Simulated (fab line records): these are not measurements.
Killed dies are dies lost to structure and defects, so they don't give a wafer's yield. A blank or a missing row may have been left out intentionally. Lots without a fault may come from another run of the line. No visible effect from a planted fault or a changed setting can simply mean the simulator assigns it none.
Lot-split experiment :: flow n5Finfet :: 39 wafers read across 7 lots, on a route 1938 steps long

== THE SPLIT ==
At N5_DUMMY_GATE_EXPOSE_12 (exposes mask GATE, target cd 25 nm), the setting doseMj was moved away from the recipe's 34 on 9 of the 39 wafers read, by -6.3% to +7.1%. The other wafers ran this setting at the recipe's value.

== FROM THE SPLIT TO THE READING: what the file shows between them, 2 steps ==
- N5_DUMMY_GATE_PEB_13: peb time 60 s
- N5_DUMMY_GATE_DEVELOP_14: develop time 30 s

== THE READING ==
cdNm, in nm, at N5_DUMMY_GATE_CD_MEAS_15 (target cd 25.8 nm). On this fab line, fault-free wafers typically give 25.02 nm with a standard deviation of 0.24 nm.

wafer: L075.3
tool, chamber at the split: euvScanner-01, 0
doseMj as run: 34
against the recipe: recipe
cdNm, nm: 25.13
against lot-mates on the recipe: -

wafer: L075.4
tool, chamber at the split: euvScanner-01, 0
doseMj as run: 34
against the recipe: recipe
cdNm, nm: 25.16
against lot-mates on the recipe: -

wafer: L075.6
tool, chamber at the split: euvScanner-01, 0
doseMj as run: 34
against the recipe: recipe
cdNm, nm: 25.25
against lot-mates on the recipe: -

wafer: L076.1
tool, chamber at the split: euvScanner-02, 0
doseMj as run: 34
against the recipe: recipe
cdNm, nm: 24.70
against lot-mates on the recipe: -

wafer: L076.2
tool, chamber at the split: euvScanner-02, 0
doseMj as run: 34
against the recipe: recipe
cdNm, nm: 24.75
against lot-mates on the recipe: -

wafer: L076.3
tool, chamber at the split: euvScanner-02, 0
doseMj as run: 34
against the recipe: recipe
cdNm, nm: 24.94
against lot-mates on the recipe: -

wafer: L076.4
tool, chamber at the split: euvScanner-02, 0
doseMj as run: 34
against the recipe: recipe
cdNm, nm: 24.88
against lot-mates on the recipe: -

wafer: L076.5
tool, chamber at the split: euvScanner-02, 0
doseMj as run: 34
against the recipe: recipe
cdNm, nm: 24.66
against lot-mates on the recipe: -

wafer: L076.6
tool, chamber at the split: euvScanner-02, 0
doseMj as run: 34
against the recipe: recipe
cdNm, nm: 24.62
against lot-mates on the recipe: -

wafer: L081.1
tool, chamber at the split: euvScanner-02, 0
doseMj as run: 34
against the recipe: recipe
cdNm, nm: 25.26
against lot-mates on the recipe: -

wafer: L081.2
tool, chamber at the split: euvScanner-02, 0
doseMj as run: 34
against the recipe: recipe
cdNm, nm: 25.32
against lot-mates on the recipe: -

wafer: L081.3
tool, chamber at the split: euvScanner-02, 0
doseMj as run: 34
against the recipe: recipe
cdNm, nm: 24.73
against lot-mates on the recipe: -

wafer: L081.4
tool, chamber at the split: euvScanner-02, 0
doseMj as run: 34
against the recipe: recipe
cdNm, nm: 24.92
against lot-mates on the recipe: -

wafer: L081.5
tool, chamber at the split: euvScanner-02, 0
doseMj as run: 34
against the recipe: recipe
cdNm, nm: 25.17
against lot-mates on the recipe: -

wafer: L081.6
tool, chamber at the split: euvScanner-02, 0
doseMj as run: 34
against the recipe: recipe
cdNm, nm: 25.01
against lot-mates on the recipe: -

wafer: L085.1
tool, chamber at the split: euvScanner-01, 0
doseMj as run: 34
against the recipe: recipe
cdNm, nm: 24.75
against lot-mates on the recipe: -

wafer: L085.2
tool, chamber at the split: euvScanner-01, 0
doseMj as run: 34
against the recipe: recipe
cdNm, nm: 25.06
against lot-mates on the recipe: -

wafer: L085.3
tool, chamber at the split: euvScanner-01, 0
doseMj as run: 34
against the recipe: recipe
cdNm, nm: 24.60
against lot-mates on the recipe: -

wafer: L085.4
tool, chamber at the split: euvScanner-01, 0
doseMj as run: 34
against the recipe: recipe
cdNm, nm: 25.01
against lot-mates on the recipe: -

wafer: L085.5
tool, chamber at the split: euvScanner-01, 0
doseMj as run: 34
against the recipe: recipe
cdNm, nm: 24.78
against lot-mates on the recipe: -

wafer: L085.6
tool, chamber at the split: euvScanner-01, 0
doseMj as run: 34
against the recipe: recipe
cdNm, nm: 24.87
against lot-mates on the recipe: -

wafer: L090.1
tool, chamber at the split: euvScanner-02, 0
doseMj as run: 34
against the recipe: recipe
cdNm, nm: 24.72
against lot-mates on the recipe: -

wafer: L090.2
tool, chamber at the split: euvScanner-02, 0
doseMj as run: 31.87
against the recipe: -6.3%
cdNm, nm: 26.30
against lot-mates on the recipe: +1.46

wafer: L090.3
tool, chamber at the split: euvScanner-02, 0
doseMj as run: 31.87
against the recipe: -6.3%
cdNm, nm: 26.50
against lot-mates on the recipe: +1.66

wafer: L090.4
tool, chamber at the split: euvScanner-02, 0
doseMj as run: 34
against the recipe: recipe
cdNm, nm: 24.81
against lot-mates on the recipe: -

wafer: L090.5
tool, chamber at the split: euvScanner-02, 0
doseMj as run: 34
against the recipe: recipe
cdNm, nm: 24.99
against lot-mates on the recipe: -

wafer: L090.6
tool, chamber at the split: euvScanner-02, 0
doseMj as run: 31.87
against the recipe: -6.3%
cdNm, nm: 26.06
against lot-mates on the recipe: +1.22

wafer: L095.1
tool, chamber at the split: euvScanner-01, 0
doseMj as run: 31.85
against the recipe: -6.3%
cdNm, nm: 26.31
against lot-mates on the recipe: +1.37

wafer: L095.2
tool, chamber at the split: euvScanner-01, 0
doseMj as run: 34
against the recipe: recipe
cdNm, nm: 25.05
against lot-mates on the recipe: -

wafer: L095.3
tool, chamber at the split: euvScanner-01, 0
doseMj as run: 31.85
against the recipe: -6.3%
cdNm, nm: 26.31
against lot-mates on the recipe: +1.37

wafer: L095.4
tool, chamber at the split: euvScanner-01, 0
doseMj as run: 31.85
against the recipe: -6.3%
cdNm, nm: 26.25
against lot-mates on the recipe: +1.31

wafer: L095.5
tool, chamber at the split: euvScanner-01, 0
doseMj as run: 34
against the recipe: recipe
cdNm, nm: 24.94
against lot-mates on the recipe: -

wafer: L095.6
tool, chamber at the split: euvScanner-01, 0
doseMj as run: 34
against the recipe: recipe
cdNm, nm: 24.83
against lot-mates on the recipe: -

wafer: L097.1
tool, chamber at the split: euvScanner-02, 0
doseMj as run: 34
against the recipe: recipe
cdNm, nm: 24.98
against lot-mates on the recipe: -

wafer: L097.2
tool, chamber at the split: euvScanner-02, 0
doseMj as run: 36.42
against the recipe: +7.1%
cdNm, nm: 23.84
against lot-mates on the recipe: -1.13

wafer: L097.3
tool, chamber at the split: euvScanner-02, 0
doseMj as run: 36.42
against the recipe: +7.1%
cdNm, nm: 23.65
against lot-mates on the recipe: -1.32

wafer: L097.4
tool, chamber at the split: euvScanner-02, 0
doseMj as run: 36.42
against the recipe: +7.1%
cdNm, nm: 23.89
against lot-mates on the recipe: -1.08

wafer: L097.5
tool, chamber at the split: euvScanner-02, 0
doseMj as run: 34
against the recipe: recipe
cdNm, nm: 24.78
against lot-mates on the recipe: -

wafer: L097.6
tool, chamber at the split: euvScanner-02, 0
doseMj as run: 34
against the recipe: recipe
cdNm, nm: 25.14
against lot-mates on the recipe: -

FIT RESULTS
A straight line over all 39 wafers: cdNm changes by -0.192 nm for each +1% of doseMj; r = -0.95; the points scatter about the line by 0.2 nm.
The same after taking each lot's own level away (the mean of its wafers on the recipe; 39 wafers): -0.198 nm for each +1%; r = -0.97; scatter 0.16 nm.
Per that fit: largest doseMj move, reading shift of 1.4 nm.
From 24.758 to 25.180 nm: that is the span of the lots' own levels, equal to 1.8 times the standard deviation above.
Hence the lot-to-lot level has little effect on the slope; both slopes agree.
Check: -1.42 nm against its lot-mates is what the line predicts for one of the wafers moved furthest among these (+7.1%) when that wafer is left out of the fit. Against them it came out at -1.13 nm.

== FILE'S OWN FIT ==
cdNm changes by -0.2 nm for each +1% of doseMj, r = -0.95.
